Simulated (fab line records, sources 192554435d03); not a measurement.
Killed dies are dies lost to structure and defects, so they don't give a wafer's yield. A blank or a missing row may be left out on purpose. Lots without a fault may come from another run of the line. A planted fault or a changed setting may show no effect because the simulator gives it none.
fab line records | flow n5_finfet | part 2 of 2: steps 21 to 27 of 27
record lots=5 wafers=15 last_day=17
route steps=1938 shown DUMMY_GATE@224
lots that met no fault: from a run of the same line without faults
start_h: hours from the record's first day to the start of the lot's first wafer shown | wait_h: hours since the lot's step before | " the same as in the row above | L1.1+2: a row that stands for several wafers | - no value, or no start given | * or withheld: withheld | < > ~ a bound
route shown NAME@n: a module of which the file shows steps, and the number in the route of the first | usual: mean/standard deviation of fault-free wafers | same: alike in all rows | chamber/n: place in a boat | sites: the reading at each site | _std_site: their standard deviation | _edge_site: outer sites' mean less inner sites' | radius_mm: how far each site lies from the wafer's centre | mask NAME#n: copy n | behind: the tool/chamber that last shaped the wafer | hold: why the lot was held/for how many hours/how that ended | device: the transistor (n, p or np) that didn't switch | end of line: the same wafers' tests at the end of the route | a step without rows: its recipe alone | killed: dies lost to structure and defects at the first sort, not the wafer's yield | map: a wafer's dies, x killed, . not, _ none there
set.NAME: the setting as run; set.NAME@STEP: as run at that earlier step | model.NAME: the simulator's own value behind a step, which no gauge read
lots at some steps of the route; a table a step, a row a wafer
services: from which hour (start_h, from the record's first day; less than 0 if before it) a tool's chamber was out of use, for how many hours, and why
## steps
# step N5_DUMMY_GATE_STRIP_41
# recipe chemistry=O2 power_w=400 temp_c=40 pressure_mtorr=30 rf_frequency_hz=6e+07 bias_power_w=0 overash_fraction=0.3 o2_flow_sccm=225
# usual drypump_motor_current_A=5.9/0.34 oes_product_au=0.80/0.092 rf_vpp_V=3.6/0.47 showerhead_plenum_p_Torr=2.13/0.035 throttle_valve_pct=16.64/0.22
# columns lot.wafer tool chamber start_h wait_h drypump_motor_current_A oes_product_au rf_hours_counter_h rf_vpp_V showerhead_plenum_p_Torr throttle_valve_pct
L081.3 rie_diel-02 2 90.20 0.0 6.3 0.69 234 4.5 2.15 17.06
L081.4 " 0 " " 5.4 0.86 49 3.3 2.12 16.51
L081.5 " 1 " " 6.3 0.77 - 3.2 2.09 16.84
L091.2 rie_diel-01 1 148.89 0.0 5.9 0.69 221 3.7 2.06 16.67
L091.3 " 0 " " 6.3 0.67 240 3.4 2.16 16.64
L091.6 " 2 " " 5.5 0.69 - 3.6 2.17 16.99
L092.4 rie_diel-02 3 154.80 0.0 5.7 0.74 - 3.1 2.10 16.44
L092.5 " 1 " " 6.4 0.74 - 3.3 2.09 16.87
L092.6 " 0 " " 5.4 0.82 - 3.9 2.12 16.54
L093.1 rie_diel-05 2 161.84 0.0 5.5 0.83 58 3.0 2.13 16.55
L093.2 " 1 " " 5.9 0.88 33 3.5 2.13 16.29
L093.4 " 3 " " 6.0 0.70 216 2.8 2.17 16.70
L094.2 rie_diel-02 1 166.18 0.0 6.4 0.74 169 3.9 2.08 16.88
L094.3 " 0 " " 5.5 0.82 75 3.6 2.11 16.54
L094.6 " 2 " " 6.3 1.01 - 3.6 2.14 16.63
# step N5_DUMMY_GATE_HM_OPEN_21
# recipe chemistry=CH3F/O2 target=SiNx target_depth_a=1200 Ar_flow_sccm=150 CH3F_flow_sccm=30 O2_flow_sccm=23 time_s=171.4 pressure_mtorr=30 source_w=395 bias_w=73 ion_energy_ev=120.7
# usual drypump_motor_current_A=5.9/0.33 oes_product_au=0.80/0.091 rf_vpp_V=299.9/2.4 showerhead_plenum_p_Torr=2.05/0.032 throttle_valve_pct=16.43/0.22
# columns lot.wafer tool chamber start_h wait_h drypump_motor_current_A oes_product_au rf_hours_counter_h rf_vpp_V showerhead_plenum_p_Torr throttle_valve_pct
L081.3 rie_diel-02 2 90.24 0.0 6.3 0.70 234 299.1 2.08 16.89
L081.4 " 0 " " 5.5 0.84 49 296.6 2.05 16.36
L081.5 " 1 " " 6.3 0.76 - 299.3 2.02 16.64
L091.2 rie_diel-01 1 148.93 0.0 5.9 0.69 221 298.7 2.00 16.52
L091.3 " 0 " " 6.3 0.68 240 303.1 2.07 16.40
L091.6 " 2 " " 5.5 0.69 - 306.6 2.08 16.73
L092.4 rie_diel-02 3 154.89 0.1 5.7 0.75 - 300.3 2.03 16.24
L092.5 " 1 " " 6.4 0.75 - 298.6 2.01 16.71
L092.6 " 0 " " 5.4 0.83 - 296.1 2.05 16.38
L093.1 rie_diel-05 2 161.88 0.0 5.5 0.83 58 302.5 2.05 16.33
L093.2 " 1 " " 5.9 0.89 34 299.8 2.06 16.10
L093.4 " 3 " " 6.0 0.71 216 301.9 2.09 16.51
L094.2 rie_diel-02 1 166.22 0.0 6.4 0.74 169 300.2 2.01 16.70
L094.3 " 0 " " 5.5 0.82 75 295.8 2.04 16.40
L094.6 " 2 " " 6.3 1.00 - 301.1 2.07 16.44
# step N5_DUMMY_GATE_ETCH_32
# recipe chemistry=CF4 target=SiO2 target_depth_a=35 time_s=3.9 ion_energy_ev=350 pressure_mtorr=10 icp_w=800 bias_w=400 cf4_flow_sccm=80
# usual drypump_motor_current_A=5.7/0.48 oes_product_au=1.003/0.016 throttle_valve_pct=21.79/0.24
# columns lot.wafer tool chamber start_h wait_h drypump_motor_current_A oes_product_au rf_hours_counter_h throttle_valve_pct
L081.3 rie_si-03 1 90.40 0.1 5.5 1.022 154 21.40
L081.4 " 3 " " 6.4 1.015 6 22.05
L081.5 " 1 " " 5.5 1.024 - 21.41
L091.2 rie_si-03 0 149.09 0.1 5.6 1.006 190 21.37
L091.3 " 3 " " 6.4 1.006 8 22.07
L091.6 " 0 " " 5.6 1.002 - 21.37
L092.4 rie_si-03 1 154.98 0.0 5.5 1.036 154 21.44
L092.5 " 1 " " 5.4 1.018 - 21.42
L092.6 " 2 " " 5.2 0.987 - 21.68
L093.1 rie_si-04 1 162.04 0.1 6.4 1.004 129 21.77
L093.2 " 2 " " 5.2 0.994 75 21.86
L093.4 " 0 " " 6.0 0.993 67 21.78
L094.2 rie_si-04 2 166.38 0.1 5.2 0.990 75 21.84
L094.3 " 1 " " 6.4 1.005 129 21.80
L094.6 " 3 " " 5.9 0.977 - 21.74
# step N5_DUMMY_GATE_ETCH_23
# recipe chemistry=HBr/Cl2/O2 HBr_flow_sccm=150 Cl2_flow_sccm=80 O2_flow_sccm=12 bias_w=102 target_depth_a=410 time_s=22.3 target=poly-Si mask_material=SiO2 pressure_mtorr=10 icp_w=800
# usual drypump_motor_current_A=5.7/0.48 oes_product_au=1.004/0.015 throttle_valve_pct=37.2/0.31
# columns lot.wafer tool chamber start_h wait_h drypump_motor_current_A oes_product_au rf_hours_counter_h throttle_valve_pct
L081.3 rie_si-03 1 90.43 0.0 5.4 1.024 154 36.9
L081.4 " 3 " " 6.4 1.014 6 37.6
L081.5 " 1 " " 5.5 1.026 - 36.9
L091.2 rie_si-03 0 149.12 0.0 5.6 1.010 190 36.6
L091.3 " 3 " " 6.4 1.013 8 37.6
L091.6 " 0 " " 5.6 0.999 - 36.6
L092.4 rie_si-03 1 155.01 0.0 5.5 1.026 154 36.9
L092.5 " 1 " " 5.5 1.026 - 36.9
L092.6 " 2 " " 5.2 0.992 - 37.2
L093.1 rie_si-04 1 162.07 0.0 6.4 1.018 129 37.3
L093.2 " 2 " " 5.3 0.995 75 37.4
L093.4 " 0 " " 6.0 0.989 67 37.1
L094.2 rie_si-04 2 166.42 0.0 5.2 0.993 75 37.4
L094.3 " 1 " " 6.4 1.005 129 37.2
L094.6 " 3 " " 5.9 0.978 - 37.3
# step N5_DUMMY_GATE_ETCH_44
# recipe chemistry=HBr/O2 over_etch_frac=0.7 target_depth_a=1275 stop_on=SiO2 ion_energy_ev=60 bias_w=20 target=poly-Si mask_material=SiO2 pressure_mtorr=20 icp_w=400 HBr_flow_sccm=120 O2_flow_sccm=10
# usual drypump_motor_current_A=5.7/0.48 oes_product_au=0.732/0.012 throttle_valve_pct=18.52/0.19
# columns lot.wafer tool chamber start_h wait_h drypump_motor_current_A oes_product_au rf_hours_counter_h throttle_valve_pct
L081.3 rie_si-03 1 90.49 0.0 5.5 0.737 154 18.13
L081.4 " 3 " " 6.4 0.745 6 18.74
L081.5 " 1 " " 5.4 0.741 - 18.14
L091.2 rie_si-03 0 149.18 0.0 5.6 0.735 190 18.24
L091.3 " 3 " " 6.4 0.747 8 18.73
L091.6 " 0 " " 5.6 0.733 - 18.24
L092.4 rie_si-03 1 155.07 0.0 5.5 0.736 154 18.15
L092.5 " 1 " " 5.5 0.746 - 18.15
L092.6 " 2 " " 5.1 0.728 - 18.52
L093.1 rie_si-04 1 162.13 0.0 6.4 0.730 129 18.51
L093.2 " 2 " " 5.2 0.717 75 18.57
L093.4 " 0 " " 5.9 0.730 67 18.52
L094.2 rie_si-04 2 166.47 0.0 5.2 0.725 75 18.57
L094.3 " 1 " " 6.5 0.745 129 18.52
L094.6 " 3 " " 5.9 0.719 - 18.44
# step N5_DUMMY_GATE_CD_MEAS_24
# recipe target_cd_nm=15
# usual cd_nm=15.1/0.34
# columns lot.wafer tool chamber start_h wait_h cd_nm
L081.3 cd_sem-02 - 90.60 0.1 15.0
L081.4 " - " " 15.2
L081.5 " - " " 15.6
L091.2 cd_sem-01 - 149.29 0.1 15.2
L091.3 " - " " 15.0
L091.6 " - " " 15.5
L092.4 cd_sem-01 - 155.19 0.1 14.8
L092.5 " - " " 14.9
L092.6 " - " " 15.1
L093.1 cd_sem-02 - 162.24 0.1 14.8
L093.2 " - " " 15.0
L093.4 " - " " 15.0
L094.2 cd_sem-02 - 166.59 0.1 14.9
L094.3 " - " " 14.8
L094.6 " - " " 14.4
# step N5_DUMMY_GATE_ETCH_42
# recipe chemistry=CHF3/O2 target=SiO2 target_depth_a=35 time_s=31 ion_energy_ev=30 bias_w=12 pressure_mtorr=30 source_w=600 Ar_flow_sccm=200 CHF3_flow_sccm=50 O2_flow_sccm=5
# usual drypump_motor_current_A=5.9/0.33 oes_product_au=0.79/0.089 rf_vpp_V=42.6/0.97 showerhead_plenum_p_Torr=2.44/0.04 throttle_valve_pct=18.78/0.22
# columns lot.wafer tool chamber start_h wait_h drypump_motor_current_A oes_product_au rf_hours_counter_h rf_vpp_V showerhead_plenum_p_Torr throttle_valve_pct
L081.3 rie_diel-01 1 90.68 0.1 5.9 0.70 202 40.5 2.39 18.80
L081.4 " 0 " " 6.3 0.69 222 43.4 2.48 18.65
L081.5 " 0 " " 6.3 0.69 - 39.5 2.48 18.66
L091.2 rie_diel-05 3 149.37 0.1 6.0 0.70 212 41.1 2.49 18.79
L091.3 " 2 " " 5.5 0.84 55 43.4 2.44 18.65
L091.6 " 0 " " 6.1 0.90 - 42.6 2.46 18.87
L092.4 rie_diel-01 2 155.23 0.0 5.5 0.69 203 43.5 2.48 19.01
L092.5 " 2 " " 5.5 0.69 - 43.5 2.48 19.05
L092.6 " 1 " " 5.9 0.69 - 41.2 2.38 18.81
L093.1 rie_diel-02 3 162.63 0.4 5.6 0.75 143 42.8 2.42 18.58
L093.2 " 0 " " 5.5 0.82 74 43.4 2.44 18.73
L093.4 " 0 " " 5.5 0.81 - 42.8 2.44 18.74
L094.2 rie_diel-01 0 166.67 0.1 6.3 0.66 245 43.2 2.47 18.70
L094.3 " 1 " " 5.9 0.68 226 41.8 2.38 18.81
L094.6 " 2 " " 5.5 0.69 - 43.1 2.48 19.05
## services
# columns tool chamber start_h hours kind
rie_diel-05 0 72.95 3.1 repair
rie_diel-01 - 73.88 0.1 repair
euv_scanner-01 - 86.39 4.6 pm
rie_diel-05 3 94.96 1.2 repair
rie_si-03 2 96.45 3.6 repair
euv_scanner-01 - 97.00 1.0 pm
rie_si-03 2 101.51 6.0 repair
euv_scanner-01 - 103.56 1.6 repair
euv_scanner-02 - 114.13 1.0 pm
rie_si-03 1 123.48 29.9 repair
rie_diel-02 2 138.40 - clean
rie_diel-02 2 138.40 - consumable_replace:focus_ring
rie_diel-02 2 138.40 25.0 scheduled_down
rie_diel-02 2 138.40 25.0 vent_cycle
rie_diel-01 3 147.65 1.5 repair
euv_scanner-01 - 153.15 1.0 pm
euv_scanner-01 - 162.59 5.8 pm
litho_track-02 - 165.16 - consumable_replace:filter
